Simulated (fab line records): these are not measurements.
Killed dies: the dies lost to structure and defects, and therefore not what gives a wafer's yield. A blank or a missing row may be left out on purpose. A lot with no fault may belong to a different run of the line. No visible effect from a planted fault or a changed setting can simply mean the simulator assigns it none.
Chamber matching | flow n5-finfet | N5_BEOL_M8_DESCUM_33 on rie-diel-03 has 4 sister chambers
The step chemistry O2, time 7 s. 8 wafers are shown with their chamber, then 7 later ones without.

== WAFERS, EACH WITH ITS CHAMBER ==
wafer  | chamber | drypump-motor-current-A (A) | showerhead-plenum-p-Torr (Torr)
L077.3 | 0       | 5.8                         | 2.11
L086.5 | 0       | 5.7                         | 2.10
L091.2 | 2       | 5.5                         | 2.13
L094.2 | 1       | 6.5                         | 2.03
L094.3 | 3       | 6.4                         | 2.09
L094.4 | 2       | 5.5                         | 2.13
L095.1 | 3       | 6.3                         | 2.09
L095.3 | 1       | 6.5                         | 2.03

== WAFERS MISSING THEIR CHAMBER ==
wafer  | drypump-motor-current-A (A) | showerhead-plenum-p-Torr (Torr)
L095.5 | 6.3                         | 2.09
L097.2 | 6.5                         | 2.03
L097.3 | 6.3                         | 2.09
L097.5 | 5.7                         | 2.09
L096.1 | 6.3                         | 2.09
L096.3 | 6.5                         | 2.03
L096.5 | 5.5                         | 2.13

== CHAMBER TAKEN BY EACH ==
wafer  | from the rows above | in truth
L095.5 | 3                   | 3
L097.2 | 1                   | 1
L097.3 | 3                   | 3
L097.5 | 0                   | 0
L096.1 | 3                   | 3
L096.3 | 1                   | 1
L096.5 | 2                   | 2
Correctly placed: 7 of 7. From these rows, 0 cannot be placed. Wrongly placed: 0.
How it was worked out, from the rows above alone: a wafer's distance from a chamber is the root of the sum, over the readings, of the square of ((its reading less the chamber's mean) divided by the reading's scatter). If the next closest chamber is less than 2 further off than the closest, the wafer can't be placed; otherwise it belongs to the closest. For every chamber, the mean is computed from those of its wafers that are shown. The scatter: the root of (the sum of the squares of (reading less its chamber's mean) over the shown wafers, divided by (wafers less chambers)).
